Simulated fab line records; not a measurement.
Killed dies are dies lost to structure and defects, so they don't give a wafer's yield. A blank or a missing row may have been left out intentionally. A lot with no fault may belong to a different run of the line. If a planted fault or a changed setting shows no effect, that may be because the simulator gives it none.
The tool behind it: which one? -- flow nand-harc -- 30 wafers from 10 lots sampled at 7 of the route's 1302 steps

== WHAT EACH GAUGE READ, for each wafer ==
NHARC_A_BLC_CD_MEAS_10 targets a cd of 100 nm. Usual: cd-nm at 100.0 nm, with a standard deviation of 0.53.
lot,measured,on,cd-nm (nm),flag
L610,day 22 15:31,cd-sem-01,99.9 100.3 99.9,
L621,day 26 10:53,cd-sem-03,39.2 38.9 39.8,OFF
L622,day 27 13:17,cd-sem-03,39.6 40.4 40.1,OFF
L625,day 29 03:31,cd-sem-03,101.0 100.6 100.8,
L626,day 29 05:42,cd-sem-02,100.0 99.8 100.1,
L628,day 30 07:43,cd-sem-01,100.5 101.3 100.1,
L631,day 31 14:46,cd-sem-03,100.0 99.7 99.3,
L630,day 31 16:19,cd-sem-03,99.8 99.9 99.9,
L633,day 32 11:32,cd-sem-02,100.0 100.1 99.9,
L632,day 32 12:17,cd-sem-01,99.9 100.0 100.5,

NHARC_A_BLC_CD_MEAS_19. Usual: cd-nm at 100.6 nm, with a standard deviation of 1.5.
lot,measured,on,cd-nm (nm),flag
L610,day 22 16:40,cd-sem-03,99.4 100.4 100.5,
L621,day 26 12:02,cd-sem-03,40.9 41.5 42.5,OFF
L622,day 27 14:26,cd-sem-03,41.7 41.8 40.0,OFF
L625,day 29 05:07,cd-sem-02,104.3 101.6 104.5,
L626,day 29 06:51,cd-sem-01,98.9 100.0 101.0,
L628,day 30 08:52,cd-sem-01,103.9 101.0 103.6,
L631,day 31 15:56,cd-sem-02,97.8 101.4 101.1,
L630,day 31 17:29,cd-sem-03,100.4 99.1 99.1,
L633,day 32 12:41,cd-sem-01,100.0 97.8 101.9,
L632,day 32 13:32,cd-sem-01,101.2 101.0 101.5,

NHARC_END_SORT_01. Usual: killed-at-array 52, standard deviation 20; killed-at-other 1.0, standard deviation 1.3; killed-at-periphery 3.7, standard deviation 2.2; killed-dies 57, standard deviation 20; killed-open 3.2, standard deviation 1.6; killed-short 2.4, standard deviation 1.6.
lot,measured,on,killed-at-array,killed-at-other,killed-at-periphery,killed-dies,killed-open,killed-short,flag
L621,day 28 08:13,prober-02,672 668 669,2 5 4,3 4 4,677 677 677,3 4 2,5 1 7,OFF
L622,day 29 10:06,prober-02,671 675 673,1 0 1,5 2 3,677 677 677,4 11 6,4 1 1,OFF
L628,day 32 04:54,prober-02,59 53 64,1 1 2,2 3 5,62 57 71,4 2 5,2 0 0,

== TOOL THAT RAN EACH LOT (tool first, then ch and the chambers of the sampled wafers, then the start) ==
lot,NHARC_A_CONTACT_ETCH_31,NHARC_A_CONTACT_ETCH_110,NHARC_A_BLC_PEB_08,NHARC_A_BLC_STRIP_21
L610,"rie-diel-07 ch 0,1,2, day 22 12:03 or earlier","rie-diel-04 ch 0,1,3, day 22 12:03","litho-track-04 ch 0, day 22 15:26","rie-diel-10 ch 0,2,3, day 22 16:50"
L621,"rie-diel-09 ch 1,3, day 26 08:22 or earlier","rie-diel-07 ch 1,3, day 26 08:22","litho-track-04 ch 0, day 26 10:48","rie-diel-08 ch 1,2,3, day 26 12:13"
L622,"rie-diel-04 ch 0,1,2, day 27 10:22 or earlier","rie-diel-04 ch 1,2,3, day 27 10:22","litho-track-04 ch 0, day 27 13:12","rie-diel-10 ch 1,2, day 27 14:38"
L625,"rie-diel-09 ch 0,1,2, day 29 00:49 or earlier","rie-diel-09 ch 0,1, day 29 00:49","litho-track-06 ch 0, day 29 03:25","rie-diel-10 ch 1,2,3, day 29 05:19"
L626,"rie-diel-04 ch 0,1,2, day 29 03:02 or earlier","rie-diel-07 ch 0,2, day 29 03:02","litho-track-06 ch 0, day 29 05:37","rie-diel-12 ch 2,3, day 29 07:02"
L628,"rie-diel-09 ch 1,2, day 30 05:01 or earlier","rie-diel-09 ch 2,3, day 30 05:01","litho-track-01 ch 0, day 30 07:38","rie-diel-10 ch 0,1,3, day 30 09:05"
L631,"rie-diel-09 ch 0,3, day 31 12:03 or earlier","rie-diel-07 ch 0,1,2, day 31 12:03","litho-track-01 ch 0, day 31 14:41","rie-diel-10 ch 0,1, day 31 16:06"
L630,"rie-diel-04 ch 0,1,2, day 31 13:31 or earlier","rie-diel-04 ch 0,1,2, day 31 13:31","litho-track-04 ch 0, day 31 16:14","rie-diel-10 ch 1,3, day 31 17:40"
L633,"rie-diel-07 ch 0,1, day 32 08:53 or earlier","rie-diel-07 ch 1,2,3, day 32 08:53","litho-track-06 ch 0, day 32 11:27","rie-diel-08 ch 0,1,2, day 32 12:53"
L632,"rie-diel-09 ch 0,1,2, day 32 09:35 or earlier","rie-diel-07 ch 0,2, day 32 09:35","litho-track-04 ch 0, day 32 12:13","rie-diel-12 ch 0,2, day 32 13:44"
- NHARC_A_CONTACT_ETCH_31: etches the open film in O2/COS, target depth 2800 nm, time 728 s.
- NHARC_A_CONTACT_ETCH_110: etches the open film in CF4/O2, target depth 60 nm, overetch 6 nm, time 33 s.
- NHARC_A_BLC_PEB_08: peb time 65 s.
- NHARC_A_BLC_STRIP_21: strips in O2.

== WHAT THE TOOLS THEMSELVES READ (means of the sampled wafers that have a number; where no wafer has one, the mark that the record gives instead) ==
NHARC_A_CONTACT_ETCH_31. Usual: drypump-motor-current-A 5.9 A, standard deviation 0.36; oes-product-au 0.998 a.u., standard deviation 0.0071; rf-vpp-V 314.0 V, standard deviation 2.5; showerhead-plenum-p-Torr 3.12 Torr, standard deviation 0.16; throttle-valve-pct 28.330 %, standard deviation 0.0094.
lot,tool,drypump-motor-current-A (A),oes-product-au (a.u.),rf-vpp-V (V),showerhead-plenum-p-Torr (Torr),throttle-valve-pct (%),flag
L610,rie-diel-07,5.5,1.000,313.8,3.12,28.330,
L621,rie-diel-09,5.7,0.997,313.0,3.02,28.326,
L622,rie-diel-04,5.7,0.992,316.7,3.26,28.322,
L625,rie-diel-09,6.1,0.999,314.1,3.12,28.335,
L626,rie-diel-04,5.7,0.990,315.1,3.25,28.334,
L628,rie-diel-09,5.8,0.996,315.0,3.22,28.325,
L631,rie-diel-09,5.9,0.990,315.9,3.23,28.323,
L630,rie-diel-04,5.7,0.997,314.9,3.24,28.340,
L633,rie-diel-07,5.6,1.002,314.6,3.21,28.334,
L632,rie-diel-09,6.1,0.994,313.8,3.11,28.325,

NHARC_A_CONTACT_ETCH_110. Usual: for drypump-motor-current-A, 5.8 A with a standard deviation of 0.34; for oes_f_703_au, 1.000 a.u. with a standard deviation of 0.0045; for oes_o_777_au, 1.000 a.u. with a standard deviation of 0.0049; for oes-product-au, 0.998 a.u. with a standard deviation of 0.0071; for rf-vpp-V, 197.6 V with a standard deviation of 1.6; for showerhead-plenum-p-Torr, 1.33 Torr with a standard deviation of 0.069; for throttle-valve-pct, 13.399 % with a standard deviation of 0.0084.
lot,tool,drypump-motor-current-A (A),oes_f_703_au (a.u.),oes_o_777_au (a.u.),oes-product-au (a.u.),rf-vpp-V (V),showerhead-plenum-p-Torr (Torr),throttle-valve-pct (%),flag
L610,rie-diel-04,5.9,0.997,1.003,1.011,197.5,1.32,13.391,
L621,rie-diel-07,5.5,0.997,0.997,0.992,197.3,1.31,13.401,
L622,rie-diel-04,5.9,1.006,1.004,0.997,198.6,1.35,13.394,
L625,rie-diel-09,6.1,1.001,1.002,0.998,198.1,1.31,13.404,
L626,rie-diel-07,5.4,0.997,1.000,1.000,198.0,1.31,13.392,
L628,rie-diel-09,6.1,1.005,1.003,1.003,198.9,1.38,13.395,
L631,rie-diel-07,5.5,0.998,0.999,0.998,197.7,1.32,13.394,
L630,rie-diel-04,5.7,1.001,1.002,0.996,198.0,1.39,13.399,
L633,rie-diel-07,5.5,1.006,1.001,0.999,196.4,1.28,13.406,
L632,rie-diel-07,5.4,0.997,0.999,1.004,196.9,1.31,13.401,

NHARC_A_BLC_PEB_08. Usual: heater-power-total-W 156.6 W, standard deviation 0.41; plate-temp-C 100.00 C, standard deviation 0.13.
lot,tool,heater-power-total-W (W),plate-temp-C (C),flag
L610,litho-track-04,156.6,100.10,
L621,litho-track-04,131.1,87.97,OFF
L622,litho-track-04,130.5,87.93,OFF
L625,litho-track-06,156.9,100.21,
L626,litho-track-06,156.7,99.97,
L628,litho-track-01,156.5,99.84,
L631,litho-track-01,156.5,99.98,
L630,litho-track-04,157.1,99.94,
L633,litho-track-06,156.4,100.16,
L632,litho-track-04,156.5,99.97,

NHARC_A_BLC_STRIP_21. Usual: drypump-motor-current-A 5.6 A, standard deviation 0.37; oes-product-au 0.999 a.u., standard deviation 0.008; rf-vpp-V 57.6 V, standard deviation 0.92; showerhead-plenum-p-Torr 3.46 Torr, standard deviation 0.17; throttle-valve-pct 17.036 %, standard deviation 0.0088.
lot,tool,drypump-motor-current-A (A),oes-product-au (a.u.),rf-vpp-V (V),showerhead-plenum-p-Torr (Torr),throttle-valve-pct (%),flag
L610,rie-diel-10,5.4,0.997,57.9,3.59,17.038,
L621,rie-diel-08,5.7,0.995,58.0,3.46,17.035,
L622,rie-diel-10,5.3,1.002,57.6,3.42,17.029,
L625,rie-diel-10,5.4,0.989,56.9,3.44,17.034,
L626,rie-diel-12,6.0,0.983,56.7,3.34,17.036,
L628,rie-diel-10,5.5,1.005,57.3,3.47,17.030,
L631,rie-diel-10,5.4,1.004,58.4,3.59,17.041,
L630,rie-diel-10,5.5,0.997,56.5,3.33,17.051,
L633,rie-diel-08,5.9,1.000,58.2,3.49,17.038,
L632,rie-diel-12,6.4,1.001,57.7,3.30,17.034,

== THE ANSWER, worked out from the rows above alone ==
Rule: a lot is off if the mean of its wafers that have a number lies more than 3 standard deviations from the usual mean. Also off: a lot with no number at a reading for which 4 or more lots have one. The other lots that the step has rows for count as sound. Order of review: gauges by route order, followed by the tools' own readings, for which a lot's mean as printed above is used. At the first step where some lot is off, the reading lying furthest off is the one used; lots without a number count as furthest.
Off: L621, L622 (NHARC_A_BLC_CD_MEAS_10, cd-nm).
A tool fits if, at a process step before that reading, it ran every lot that is off, and no sound lot after the first of them. Not tried: the gauges at NHARC_A_BLC_CD_MEAS_10; whatever is off there is also off at NHARC_END_SORT_01, on other tools, and gauge error can't account for it. NHARC_A_CONTACT_ETCH_31: start missing for some lots; hours and lot order therefore follow NHARC_A_CONTACT_ETCH_110. None of those tried fits.

== WHAT HAD BEEN PUT IN BY THE SIMULATOR ==
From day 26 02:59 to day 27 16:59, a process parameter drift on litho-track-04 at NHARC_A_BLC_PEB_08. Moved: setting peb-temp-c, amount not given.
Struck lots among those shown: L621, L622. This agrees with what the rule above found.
